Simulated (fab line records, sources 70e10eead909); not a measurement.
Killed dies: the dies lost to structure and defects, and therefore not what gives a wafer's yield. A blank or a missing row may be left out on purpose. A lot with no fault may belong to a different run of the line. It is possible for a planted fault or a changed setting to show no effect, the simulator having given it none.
Chamber matching / flow nand-harc / NHARC_A_WL_FILL_CMP_12 on cmp-01: 4 sister chambers
The step polishes, t overpolish 30 s, target thk 100 nm. 16 wafers are shown with their chamber, then 8 later ones without.

== WAFERS WITH THEIR CHAMBER ==
wafer=L075.4; chamber=2; motor-current-A (A)=10.9; time-to-endpoint-s (s)=18.2; overpolish-run-s (s)=29.996
wafer=L075.5; chamber=2; motor-current-A (A)=10.6; time-to-endpoint-s (s)=18.4; overpolish-run-s (s)=30.012
wafer=L075.6; chamber=1; motor-current-A (A)=12.0; time-to-endpoint-s (s)=16.3; overpolish-run-s (s)=30.009
wafer=L076.3; chamber=3; motor-current-A (A)=11.4; time-to-endpoint-s (s)=14.2; overpolish-run-s (s)=29.991
wafer=L076.4; chamber=0; motor-current-A (A)=10.0; time-to-endpoint-s (s)=16.1; overpolish-run-s (s)=30.003
wafer=L076.6; chamber=0; motor-current-A (A)=10.9; time-to-endpoint-s (s)=17.1; overpolish-run-s (s)=30.007
wafer=L087.1; chamber=1; motor-current-A (A)=13.3; time-to-endpoint-s (s)=17.2; overpolish-run-s (s)=30.021
wafer=L087.5; chamber=3; motor-current-A (A)=12.5; time-to-endpoint-s (s)=15.4; overpolish-run-s (s)=30.005
wafer=L087.6; chamber=0; motor-current-A (A)=10.7; time-to-endpoint-s (s)=16.5; overpolish-run-s (s)=29.995
wafer=L089.2; chamber=1; motor-current-A (A)=12.9; time-to-endpoint-s (s)=18.9; overpolish-run-s (s)=30.008
wafer=L089.3; chamber=0; motor-current-A (A)=10.4; time-to-endpoint-s (s)=18.7; overpolish-run-s (s)=30.011
wafer=L089.5; chamber=0; motor-current-A (A)=10.9; time-to-endpoint-s (s)=20.5; overpolish-run-s (s)=30.003
wafer=L091.2; chamber=3; motor-current-A (A)=12.6; time-to-endpoint-s (s)=16.9; overpolish-run-s (s)=29.993
wafer=L091.4; chamber=0; motor-current-A (A)=10.1; time-to-endpoint-s (s)=18.7; overpolish-run-s (s)=30.009
wafer=L091.5; chamber=3; motor-current-A (A)=12.5; time-to-endpoint-s (s)=15.7; overpolish-run-s (s)=29.982
wafer=L090.1; chamber=0; motor-current-A (A)=11.1; time-to-endpoint-s (s)=16.7; overpolish-run-s (s)=29.999

SIGNATURES, as means of the wafers listed above
reading=motor-current-A; chamber 0=10.586; chamber 1=12.733; chamber 2=10.750; chamber 3=12.250; scatter within a chamber=0.499
reading=time-to-endpoint-s; chamber 0=17.757; chamber 1=17.467; chamber 2=18.300; chamber 3=15.550; scatter within a chamber=1.37
reading=overpolish-run-s; chamber 0=30.00386; chamber 1=30.01267; chamber 2=30.00400; chamber 3=29.99275; scatter within a chamber=0.0076
Rule: for each reading, subtract the chamber's mean from the wafer's reading, divide by that reading's scatter and square the result; add these up over the readings and take the root, which gives the wafer's distance from the chamber. The wafer belongs to the nearest chamber; if the next one is less than 2 further off, it can't be placed. The scatter: the root of (the sum of the squares of (reading less its chamber's mean) over the shown wafers, divided by (wafers less chambers)).

== WAFERS WITH NO CHAMBER GIVEN ==
wafer=L090.2; motor-current-A (A)=12.2; time-to-endpoint-s (s)=17.2; overpolish-run-s (s)=30.004
wafer=L090.5; motor-current-A (A)=12.6; time-to-endpoint-s (s)=18.9; overpolish-run-s (s)=30.012
wafer=L094.3; motor-current-A (A)=11.1; time-to-endpoint-s (s)=20.7; overpolish-run-s (s)=29.985
wafer=L094.4; motor-current-A (A)=12.4; time-to-endpoint-s (s)=19.2; overpolish-run-s (s)=29.994
wafer=L094.5; motor-current-A (A)=10.5; time-to-endpoint-s (s)=17.0; overpolish-run-s (s)=30.012
wafer=L097.4; motor-current-A (A)=11.1; time-to-endpoint-s (s)=24.0; overpolish-run-s (s)=29.995
wafer=L097.5; motor-current-A (A)=9.9; time-to-endpoint-s (s)=22.8; overpolish-run-s (s)=30.004
wafer=L097.6; motor-current-A (A)=12.6; time-to-endpoint-s (s)=21.7; overpolish-run-s (s)=30.000

== THE CHAMBER EACH PASSED THROUGH ==
wafer=L090.2; from the rows above=can't be placed: 1 or 3 or 2 or 0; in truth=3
wafer=L090.5; from the rows above=1; in truth=1
wafer=L094.3; from the rows above=can't be placed: 2 or 0 or 3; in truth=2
wafer=L094.4; from the rows above=can't be placed: 3 or 1 or 2 or 0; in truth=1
wafer=L094.5; from the rows above=can't be placed: 0 or 2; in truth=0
wafer=L097.4; from the rows above=can't be placed: 2 or 0 or 1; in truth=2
wafer=L097.5; from the rows above=can't be placed: 2 or 0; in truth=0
wafer=L097.6; from the rows above=can't be placed: 1 or 2 or 3 or 0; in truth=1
Placed correctly: 1 of 8. These rows do not allow placing 7 (true chamber among the candidates in 7). Placed wrongly: 0.
